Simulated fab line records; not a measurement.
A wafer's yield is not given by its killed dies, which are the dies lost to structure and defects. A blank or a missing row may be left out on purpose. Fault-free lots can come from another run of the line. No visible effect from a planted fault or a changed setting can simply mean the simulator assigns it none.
What tool caused it? + flow nand_harc + 13 lots with 39 wafers sampled at 5 steps, on a route of 1302 steps

WHAT THE GAUGES READ, wafer by wafer
NHARC_END_SORT_01.
| lot  | measured     | on        | killed_at_array | killed_at_other | killed_at_periphery | killed_dies | killed_open | killed_short |
|------|--------------|-----------|-----------------|-----------------|---------------------|-------------|-------------|--------------|
| L142 | day 25 18:44 | prober-01 | 75 68 81        | 1 0 0           | 3 3 1               | 79 71 82    | 4 5 4       | 3 4 3        |
| L148 | day 28 05:56 | prober-01 | 57 66 66        | 0 0 0           | 1 2 2               | 58 68 68    | 3 1 1       | 2 2 4        |
| L151 | day 29 12:00 | prober-02 | 49 60 51        | 0 0 0           | 2 1 2               | 51 61 53    | 5 5 3       | 3 4 2        |
| L157 | day 32 02:23 | prober-01 | 77 73 79        | 1 1 1           | 3 5 1               | 81 79 81    | 3 6 2       | 3 2 2        |

EACH LOT AND THE TOOL THAT RAN IT (in order: tool; ch and the chambers of the sampled wafers; start)
| lot  | NHARC_A_STAIRCASE_ETCH_313         | NHARC_A_STAIRCASE_DEP_417       | NHARC_A_STAIRCASE_DEP_151       | NHARC_A_STAIRCASE_DEP_325       |
|------|------------------------------------|---------------------------------|---------------------------------|---------------------------------|
| L143 | rie_diel-09 ch 0,1,3, day 18 05:17 | pecvd-04 ch 0,2, day 18 09:24   | pecvd-02 ch 0,2, day 18 20:44   | pecvd-02 ch 1,2, day 19 16:51   |
| L142 | rie_diel-12 ch 1,2,3, day 18 12:13 | pecvd-02 ch 0, day 18 16:23     | pecvd-04 ch 0,2, day 19 03:38   | pecvd-03 ch 0,1,2, day 19 16:51 |
| L144 | rie_diel-09 ch 0,3, day 19 04:49   | pecvd-04 ch 0,2, day 19 09:14   | pecvd-02 ch 1,2, day 19 20:02   | pecvd-03 ch 0,1,2, day 20 11:04 |
| L145 | rie_diel-05 ch 0,2,3, day 19 14:56 | pecvd-02 ch 0,2, day 19 19:09   | pecvd-02 ch 0,1,2, day 20 06:55 | pecvd-03 ch 0,2, day 20 23:31   |
| L147 | rie_diel-05 ch 1,2,3, day 20 07:41 | pecvd-04 ch 0,1,2, day 20 13:52 | pecvd-03 ch 0,1,2, day 21 01:15 | pecvd-03 ch 0,1,2, day 21 15:39 |
| L148 | rie_diel-09 ch 0,1, day 20 16:13   | pecvd-04 ch 1,2, day 20 20:16   | pecvd-04 ch 0,1,2, day 21 07:16 | pecvd-04 ch 0,1,2, day 22 03:04 |
| L149 | rie_diel-12 ch 0,2,3, day 21 10:39 | pecvd-02 ch 1,2, day 21 16:01   | pecvd-04 ch 0,1,2, day 22 01:23 | pecvd-03 ch 0,1,2, day 22 16:01 |
| L151 | rie_diel-12 ch 0,1,3, day 22 08:24 | pecvd-02 ch 1,2, day 22 12:40   | pecvd-04 ch 0,1,2, day 22 23:35 | pecvd-02 ch 0,1, day 23 16:16   |
| L157 | rie_diel-12 ch 1,2,3, day 24 18:35 | pecvd-03 ch 0,1, day 24 22:37   | pecvd-02 ch 0,1, day 25 09:36   | pecvd-02 ch 1,2, day 26 07:01   |
| L158 | rie_diel-09 ch 0,1, day 24 21:50   | pecvd-02 ch 0,1,2, day 25 03:44 | pecvd-03 ch 0,1, day 25 15:02   | pecvd-03 ch 0,2, day 26 07:05   |
| L161 | rie_diel-09 ch 0,1, day 26 00:08   | pecvd-03 ch 0,1,2, day 26 04:11 | pecvd-04 ch 0,1, day 26 19:07   | pecvd-03 ch 0,1,2, day 27 10:47 |
| L160 | rie_diel-12 ch 1,2, day 26 04:25   | pecvd-03 ch 0,1,2, day 26 11:24 | pecvd-03 ch 0,1,2, day 26 19:19 | pecvd-02 ch 0,1,2, day 27 11:04 |
| L162 | rie_diel-09 ch 1,2,3, day 27 01:13 | pecvd-03 ch 0,1,2, day 27 07:13 | pecvd-03 ch 0,1, day 27 18:11   | pecvd-03 ch 0,2, day 28 10:14   |
- NHARC_A_STAIRCASE_ETCH_313: etches the open film in CF4/CHF3.
- NHARC_A_STAIRCASE_DEP_417: deposits Si3N4, target thk 60 nm.
- NHARC_A_STAIRCASE_DEP_151: deposits SiO2, target thk 7200 nm.
- NHARC_A_STAIRCASE_DEP_325: deposits SiO2, target thk 7200 nm.

AS READ BY THE TOOLS THEMSELVES (means over the sampled wafers that have a number; for cases with no such wafer, the mark the record gives instead)
NHARC_A_STAIRCASE_ETCH_313.
| lot  | tool        | cf4_flow_sccm (sccm) | drypump_motor_current_A (A) | oes_product_au (a.u.) | rf_vpp_V (V) | showerhead_plenum_p_Torr (Torr) | throttle_valve_pct (%) |
|------|-------------|----------------------|-----------------------------|-----------------------|--------------|---------------------------------|------------------------|
| L143 | rie_diel-09 | 99.93                | 6.0                         | 0.940                 | 371.0        | 1.58                            | 16.796                 |
| L142 | rie_diel-12 | 100.14               | 5.3                         | 0.948                 | 371.7        | 1.60                            | 16.801                 |
| L144 | rie_diel-09 | 99.97                | 5.8                         | 0.935                 | 370.5        | 1.55                            | 16.809                 |
| L145 | rie_diel-05 | 100.16               | 5.8                         | 0.929                 | 369.3        | 1.55                            | 16.803                 |
| L147 | rie_diel-05 | 100.08               | 5.7                         | 0.926                 | 369.7        | 1.52                            | 16.801                 |
| L148 | rie_diel-09 | 100.22               | 6.1                         | 0.940                 | 372.0        | 1.61                            | 16.814                 |
| L149 | rie_diel-12 | 100.14               | 5.6                         | 0.932                 | 371.5        | 1.58                            | 16.805                 |
| L151 | rie_diel-12 | 99.93                | 5.5                         | 0.939                 | 371.3        | 1.61                            | 16.801                 |
| L157 | rie_diel-12 | 99.76                | 5.3                         | 0.931                 | 371.1        | 1.59                            | 16.797                 |
| L158 | rie_diel-09 | 99.96                | 6.1                         | 0.916                 | 370.9        | 1.60                            | 16.800                 |
| L161 | rie_diel-09 | 100.32               | 6.1                         | 0.934                 | 371.9        | 1.59                            | 16.802                 |
| L160 | rie_diel-12 | 99.84                | 5.5                         | 0.936                 | 371.3        | 1.62                            | 16.798                 |
| L162 | rie_diel-09 | 100.14               | 6.0                         | 0.921                 | 372.2        | 1.62                            | 16.816                 |

NHARC_A_STAIRCASE_DEP_417.
| lot  | tool     | heater_power_w (W) |
|------|----------|--------------------|
| L143 | pecvd-04 | 859                |
| L142 | pecvd-02 | 715                |
| L144 | pecvd-04 | 884                |
| L145 | pecvd-02 | 735                |
| L147 | pecvd-04 | 760                |
| L148 | pecvd-04 | 782                |
| L149 | pecvd-02 | 721                |
| L151 | pecvd-02 | 691                |
| L157 | pecvd-03 | 659                |
| L158 | pecvd-02 | 773                |
| L161 | pecvd-03 | 712                |
| L160 | pecvd-03 | 742                |
| L162 | pecvd-03 | 675                |

NHARC_A_STAIRCASE_DEP_151.
| lot  | tool     | heater_power_w (W) | mfc_precursor_sccm (sccm) |
|------|----------|--------------------|---------------------------|
| L143 | pecvd-02 | 610                | 199.9                     |
| L142 | pecvd-04 | 767                | 200.3                     |
| L144 | pecvd-02 | 664                | 200.1                     |
| L145 | pecvd-02 | 673                | 200.0                     |
| L147 | pecvd-03 | 596                | 199.8                     |
| L148 | pecvd-04 | 736                | 199.4                     |
| L149 | pecvd-04 | 731                | 200.0                     |
| L151 | pecvd-04 | 739                | 200.1                     |
| L157 | pecvd-02 | 687                | 200.3                     |
| L158 | pecvd-03 | 674                | 200.4                     |
| L161 | pecvd-04 | 770                | 199.7                     |
| L160 | pecvd-03 | 618                | 199.3                     |
| L162 | pecvd-03 | 660                | 200.3                     |

NHARC_A_STAIRCASE_DEP_325.
| lot  | tool     | heater_power_w (W) | mfc_precursor_sccm (sccm) |
|------|----------|--------------------|---------------------------|
| L143 | pecvd-02 | 681                | 200.2                     |
| L142 | pecvd-03 | 639                | 200.3                     |
| L144 | pecvd-03 | 667                | 199.6                     |
| L145 | pecvd-03 | 677                | 200.2                     |
| L147 | pecvd-03 | 601                | 199.5                     |
| L148 | pecvd-04 | 728                | 200.1                     |
| L149 | pecvd-03 | 626                | 199.5                     |
| L151 | pecvd-02 | 638                | 200.2                     |
| L157 | pecvd-02 | 698                | 197.8                     |
| L158 | pecvd-03 | 748                | 199.7                     |
| L161 | pecvd-03 | 676                | 200.4                     |
| L160 | pecvd-02 | 612                | 198.1                     |
| L162 | pecvd-03 | 704                | 199.7                     |

THE ANSWER, worked out from the rows above alone
Rule: the lots themselves supply what counts as usual. The widest of any qualifying gaps counts: lots, ordered by their means at a reading, are off when they make up no more than a third of the lots, leave a main group of 4 or more, and stand apart from it by 3 or more times the standard deviation of that group's means. Not used: any main group whose means are identical at the precision the tables above print for the reading. A lot without any number at a reading at which 4 lots or more have one is off too. Any other lot the step has rows for is counted as sound. After the gauges, taken in route order, come the tools' own readings; for these a lot's mean is taken, as printed above. The first step at which some lot is off is used, and at that step the reading that is off furthest; a lot without a number counts as furthest.
Off: L157, L160, at NHARC_A_STAIRCASE_DEP_325 (mfc_precursor_sccm). For the main group the mean is 199.9 sccm and the standard deviation 0.33.
A tool fits if, at that step or a process step before it, it ran every lot that is off, and no sound lot after the first of them. 2 tools fit, rie_diel-12 at NHARC_A_STAIRCASE_ETCH_313 and pecvd-02 at NHARC_A_STAIRCASE_DEP_325, so this cannot tell which one it is.

WHAT THE SIMULATOR HAD INSERTED
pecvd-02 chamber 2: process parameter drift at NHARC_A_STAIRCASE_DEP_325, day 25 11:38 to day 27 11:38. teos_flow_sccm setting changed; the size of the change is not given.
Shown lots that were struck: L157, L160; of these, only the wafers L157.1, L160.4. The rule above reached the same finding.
